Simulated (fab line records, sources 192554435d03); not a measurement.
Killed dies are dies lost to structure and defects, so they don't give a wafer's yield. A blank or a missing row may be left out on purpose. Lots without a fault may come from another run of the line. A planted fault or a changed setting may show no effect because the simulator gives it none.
Split-lot experiment | flow n5_finfet | 7 lots, 39 wafers read, on a route of 1938 steps

THE SPLIT
At N5_GATE_CUT_ETCH_56 (etches TiN in Cl2/Ar, target depth 21.6 nm), the setting target_depth_a was moved away from the recipe's 216 angstrom on 12 of the 39 wafers read, by +4.5% to +12.4%. The other wafers ran this setting at the recipe's value.

The reading is taken at the split's own step.

THE READING
etch.depth_nm (the simulator's own value, which no gauge read), in nm, at N5_GATE_CUT_ETCH_56 (etches TiN in Cl2/Ar, target depth 21.6 nm). The file gives no usual value for it. The 27 wafers here that ran the recipe average 21.82 nm, standard deviation 0.33 nm.

wafer  | tool, chamber at the split | target_depth_a as run, angstrom | against the recipe | etch.depth_nm, nm | against lot-mates on the recipe
L075.1 | rie_metal-03, 0            | 216                             | recipe             | 22.19             | -
L075.2 | rie_metal-03, 0            | 216                             | recipe             | 22.32             | -
L075.3 | rie_metal-03, 0            | 216                             | recipe             | 22.4              | -
L075.4 | rie_metal-03, 0            | 242.7                           | +12.4%             | 25                | +2.70
L075.5 | rie_metal-03, 0            | 242.7                           | +12.4%             | 25.17             | +2.87
L075.6 | rie_metal-03, 0            | 242.7                           | +12.4%             | 25.05             | +2.75
L076.1 | rie_metal-03, 0            | 216                             | recipe             | 22.19             | -
L076.2 | rie_metal-03, 0            | 225.8                           | +4.5%              | 23.03             | +0.86
L076.3 | rie_metal-03, 0            | 225.8                           | +4.5%              | 23.23             | +1.06
L076.4 | rie_metal-03, 0            | 216                             | recipe             | 22.25             | -
L076.5 | rie_metal-03, 0            | 216                             | recipe             | 22.08             | -
L076.6 | rie_metal-03, 0            | 225.8                           | +4.5%              | 23.18             | +1.01
L079.1 | rie_metal-02, 0            | 216                             | recipe             | 21.7              | -
L079.2 | rie_metal-02, 1            | 216                             | recipe             | 21.53             | -
L079.3 | rie_metal-02, 0            | 232.3                           | +7.5%              | 23.26             | +1.61
L079.4 | rie_metal-02, 1            | 232.3                           | +7.5%              | 23.21             | +1.56
L079.5 | rie_metal-02, 1            | 232.3                           | +7.5%              | 23.15             | +1.50
L079.6 | rie_metal-02, 0            | 216                             | recipe             | 21.72             | -
L081.1 | rie_metal-02, 0            | 216                             | recipe             | 21.85             | -
L081.2 | rie_metal-02, 1            | 216                             | recipe             | 21.78             | -
L081.3 | rie_metal-02, 1            | 216                             | recipe             | 21.66             | -
L081.4 | rie_metal-02, 0            | 216                             | recipe             | 21.83             | -
L081.6 | rie_metal-02, 0            | 216                             | recipe             | 21.83             | -
L081.5 | rie_metal-02, 1            | 216                             | recipe             | 21.65             | -
L086.1 | rie_metal-02, 0            | 216                             | recipe             | 21.97             | -
L086.3 | rie_metal-02, 1            | 216                             | recipe             | 21.66             | -
L086.4 | rie_metal-02, 0            | 216                             | recipe             | 22.11             | -
L090.1 | rie_metal-03, 0            | 216                             | recipe             | 22.1              | -
L090.2 | rie_metal-03, 1            | 216                             | recipe             | 21.25             | -
L090.3 | rie_metal-03, 0            | 216                             | recipe             | 22.02             | -
L090.4 | rie_metal-03, 1            | 216                             | recipe             | 21.39             | -
L090.5 | rie_metal-03, 1            | 216                             | recipe             | 21.33             | -
L090.6 | rie_metal-03, 0            | 216                             | recipe             | 22.09             | -
L092.1 | rie_metal-01, 1            | 236.1                           | +9.3%              | 23.04             | +1.64
L092.2 | rie_metal-01, 0            | 216                             | recipe             | 21.57             | -
L092.3 | rie_metal-01, 1            | 236.1                           | +9.3%              | 23                | +1.60
L092.4 | rie_metal-01, 0            | 216                             | recipe             | 21.45             | -
L092.5 | rie_metal-01, 0            | 236.1                           | +9.3%              | 23.57             | +2.17
L092.6 | rie_metal-01, 1            | 216                             | recipe             | 21.17             | -

THE FIT
A straight line over all 39 wafers: etch.depth_nm changes by +0.22 nm for each +1% of target_depth_a; r = +0.92; the points scatter about the line by 0.4 nm.
The same after taking each lot's own level away (the mean of its wafers on the recipe; 39 wafers): +0.213 nm for each +1%; r = +0.98; scatter 0.2 nm.
On that fit, the largest move of target_depth_a shifts the reading by 2.6 nm.
The lots' own levels span 21.397 to 22.303 nm, that is 2.7 times the standard deviation above.
So the lot-to-lot level changes the slope little: the two slopes agree.
Check: with one of the wafers moved furthest among these (+12.4%) left out of the fit, the line predicts +2.61 nm for it against its lot-mates. It came out at +2.7 nm against them.

OTHER SPLITS ON THESE WAFERS
These wafers also went through other splits before the reading. Each is held against what the fit with the lots' levels taken away leaves over:
other split on the same wafers               | wafers away from the commonest value | r with etch.depth_nm (lot level and that fit taken away)
N5_PMOS_HMC_CHANNEL_EPI_FIN_RECESS_16 time_s | 15                                   | -0.34
N5_PMOS_HMC_CHANNEL_EPI_EPI_20 temp_c        | 15                                   | +0.04
N5_FIN_CUT_EXPOSE_05 dose_mj                 | 9                                    | +0.01
N5_FIN_CUT_ETCH_21 time_s                    | 15                                   | +0.00
N5_DUMMY_GATE_ETCH_32 time_s                 | 9                                    | +0.01
N5_HKMG_FIN_ETCH_54 bias_w                   | 9                                    | +0.04

THE FILE'S OWN FIT
etch.depth_nm changes by +0.212 nm for each +1% of target_depth_a, r = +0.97.
